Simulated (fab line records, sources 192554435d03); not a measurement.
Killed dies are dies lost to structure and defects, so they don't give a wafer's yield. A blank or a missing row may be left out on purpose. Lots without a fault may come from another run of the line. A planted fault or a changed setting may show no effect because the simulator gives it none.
Split-lot experiment | flow n5_finfet | 7 lots, 21 wafers read, on a route of 1938 steps

THE SPLIT
At N5_GATE_CUT_DESCUM_18 (chemistry O2, time 7 s), the setting time_s was moved away from the recipe's 7 s on 6 of the 21 wafers read, by -18.8% to +8.9%. The other wafers ran this setting at the recipe's value.

FROM THE SPLIT TO THE READING: what the file shows between them, 1 step
- N5_GATE_CUT_ETCH_28: etches underlayer in N2/H2, target depth 13 nm, time 10.4 s

THE READING
CAR-EUV_of_GATE_CUT_COAT_07.thk_nm (the simulator's own value, which no gauge read), in nm, at N5_GATE_CUT_ETCH_36 (etches SiARC in CF4, target depth 13 nm, time 21.7 s). The file gives no usual value for it. The 15 wafers here that ran the recipe average 6.9 nm, standard deviation 0.088 nm.

wafer  | tool, chamber at the split | time_s as run, s | against the recipe | CAR-EUV_of_GATE_CUT_COAT_07.thk_nm, nm | against lot-mates on the recipe
L076.1 | rie_diel-04, 1,0,0         | 7                | recipe             | 7                                      | -
L076.3 | rie_diel-04, 1,0,0         | 7                | recipe             | 7                                      | -
L076.6 | rie_diel-04, 1,0,0         | 7                | recipe             | 7                                      | -
L078.2 | rie_diel-06, 1,3           | 7                | recipe             | 7                                      | -
L078.3 | rie_diel-06, 3             | 7                | recipe             | 7                                      | -
L078.6 | rie_diel-06, 1,3           | 7                | recipe             | 7                                      | -
L080.1 | rie_diel-06, 3,2           | 6.246            | -10.8%             | 7.2                                    | no lot-mate on the recipe
L080.5 | rie_diel-06, 3,2           | 6.246            | -10.8%             | 7.2                                    | no lot-mate on the recipe
L080.6 | rie_diel-06, 1             | 6.246            | -10.8%             | 7.2                                    | no lot-mate on the recipe
L085.1 | rie_diel-05, 3             | 7                | recipe             | 6.8                                    | -
L085.2 | rie_diel-05, 2             | 7                | recipe             | 6.8                                    | -
L085.4 | rie_diel-05, 1             | 7                | recipe             | 7                                      | -
L086.1 | rie_diel-05, 1             | 7                | recipe             | 7                                      | -
L086.4 | rie_diel-05, 0             | 7                | recipe             | 7                                      | -
L086.6 | rie_diel-05, 2             | 7                | recipe             | 7                                      | -
L093.2 | rie_diel-05, 1             | 7                | recipe             | 6.8                                    | -
L093.6 | rie_diel-05, 2             | 7                | recipe             | 6.8                                    | -
L093.5 | rie_diel-05, 1             | 7.621            | +8.9%              | 6.6                                    | -0.2
L094.1 | rie_diel-05, 1             | 7                | recipe             | 7                                      | -
L094.4 | rie_diel-05, 0             | 5.681            | -18.8%             | 7.8                                    | +0.8
L094.6 | rie_diel-05, 0             | 5.681            | -18.8%             | 7.6                                    | +0.6
Where a row lists several chambers, the file gives one row for several wafers and doesn't say which wafer went through which chamber.

THE FIT
A straight line over all 21 wafers: CAR-EUV_of_GATE_CUT_COAT_07.thk_nm changes by -0.0355 nm for each +1% of time_s; r = -0.93; the points scatter about the line by 0.1 nm.
The same after taking each lot's own level away (the mean of its wafers on the recipe; 18 wafers): -0.0353 nm for each +1%; r = -0.97; scatter 0.061 nm.
On that fit, the largest move of time_s shifts the reading by 0.67 nm.
The lots' own levels span 6.80 to 7.00 nm, that is 2.3 times the standard deviation above.
So the lot-to-lot level changes the slope little: the two slopes agree.
Check: with one of the wafers moved furthest among these (-18.8%) left out of the fit, the line predicts +0.572 nm for it against its lot-mates. It came out at +0.8 nm against them.

THE WHOLE CHAIN: every reading that the file lists as answering this split, in the file's order
step                  | what it does                                         | reading                                                                             | change (the file's fit)                | r (the file's)
N5_GATE_CUT_DESCUM_18 | chemistry O2, time 7 s                               | CAR-EUV_of_GATE_CUT_COAT_07.thk_nm (the simulator's own value, which no gauge read) | -0.0388 nm for each +1% of the setting | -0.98
N5_GATE_CUT_ETCH_36   | etches SiARC in CF4, target depth 13 nm, time 21.7 s | CAR-EUV_of_GATE_CUT_COAT_07.thk_nm (the simulator's own value, which no gauge read) | -0.0345 nm for each +1% of the setting | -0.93

THE FILE'S OWN FIT
CAR-EUV_of_GATE_CUT_COAT_07.thk_nm changes by -0.0345 nm for each +1% of time_s, r = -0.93.
